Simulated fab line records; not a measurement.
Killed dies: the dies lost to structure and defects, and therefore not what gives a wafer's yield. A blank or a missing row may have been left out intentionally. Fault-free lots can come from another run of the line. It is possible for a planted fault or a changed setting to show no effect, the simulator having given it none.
Matching of chambers	flow n5_finfet	rie_diel-06 running N5_BEOL_M10_DESCUM_33: 4 sister chambers
The step chemistry O2, time 7.9 s. 24 wafers are shown with their chamber, then 12 later ones without.

WAFERS PAIRED WITH THEIR CHAMBERS
wafer	chamber	showerhead_plenum_p_Torr (Torr)	throttle_valve_pct (%)	rf_vpp_V (V)
L074.1	0	2.00	20.06	243.2
L074.4	2	2.09	20.37	243.4
L074.6	3	2.18	20.97	245.0
L075.2	1	2.13	20.79	243.8
L075.4	2	2.09	20.38	243.6
L075.5	3	2.18	20.97	244.2
L082.1	1	2.13	20.82	243.5
L082.2	3	2.18	20.98	244.6
L082.3	0	2.00	20.05	241.3
L082.4	2	2.09	20.39	243.9
L082.5	1	2.13	20.82	244.2
L082.6	2	2.09	20.38	242.7
L084.1	0	1.99	20.09	242.0
L084.3	3	2.17	21.00	244.4
L084.5	0	1.99	20.08	241.1
L089.1	0	1.99	20.09	241.0
L089.4	1	2.13	20.44	243.5
L089.6	1	2.13	20.45	244.3
L090.1	2	2.08	20.43	242.9
L090.5	1	2.12	20.45	243.8
L090.6	2	2.08	20.40	244.6
L091.1	1	2.12	20.44	244.8
L091.2	3	2.17	21.02	244.9
L091.4	0	1.99	20.09	240.5

SIGNATURES (averages over the wafers above)
reading	chamber 0	chamber 1	chamber 2	chamber 3	scatter within a chamber
showerhead_plenum_p_Torr	1.9933	2.1271	2.0867	2.1760	0.00515
throttle_valve_pct	20.0767	20.6014	20.3917	20.9880	0.108
rf_vpp_V	241.517	243.986	243.517	244.620	0.662
Rule: distance of a wafer from a chamber = root of the sum over the readings of ((wafer's reading minus chamber's mean) / reading's scatter) squared. If the next closest chamber is less than 2 further off than the closest, the wafer can't be placed; otherwise it belongs to the closest. The scatter: the root of (the sum of the squares of (reading less its chamber's mean) over the shown wafers, divided by (wafers less chambers)).

WAFERS WHOSE CHAMBER IS MISSING
wafer	showerhead_plenum_p_Torr (Torr)	throttle_valve_pct (%)	rf_vpp_V (V)
L093.1	2.17	21.00	241.3
L093.2	2.12	20.45	242.2
L093.3	2.08	20.44	243.8
L093.4	1.99	20.10	242.3
L093.5	2.12	20.46	243.1
L093.6	1.99	20.10	242.4
L076.2	2.16	21.03	244.2
L076.3	2.08	20.42	242.5
L076.5	2.08	20.44	243.3
L095.1	2.16	21.01	244.2
L095.3	1.99	20.13	241.7
L095.6	2.08	20.43	244.1

THE CHAMBER EACH PASSED THROUGH
wafer	from the rows above	in truth
L093.1	3	3
L093.2	1	1
L093.3	2	2
L093.4	0	0
L093.5	1	1
L093.6	0	0
L076.2	3	3
L076.3	2	2
L076.5	2	2
L095.1	3	3
L095.3	0	0
L095.6	2	2
Correctly placed: 12 of 12. Number that these rows cannot place: 0. 0 placed wrongly.
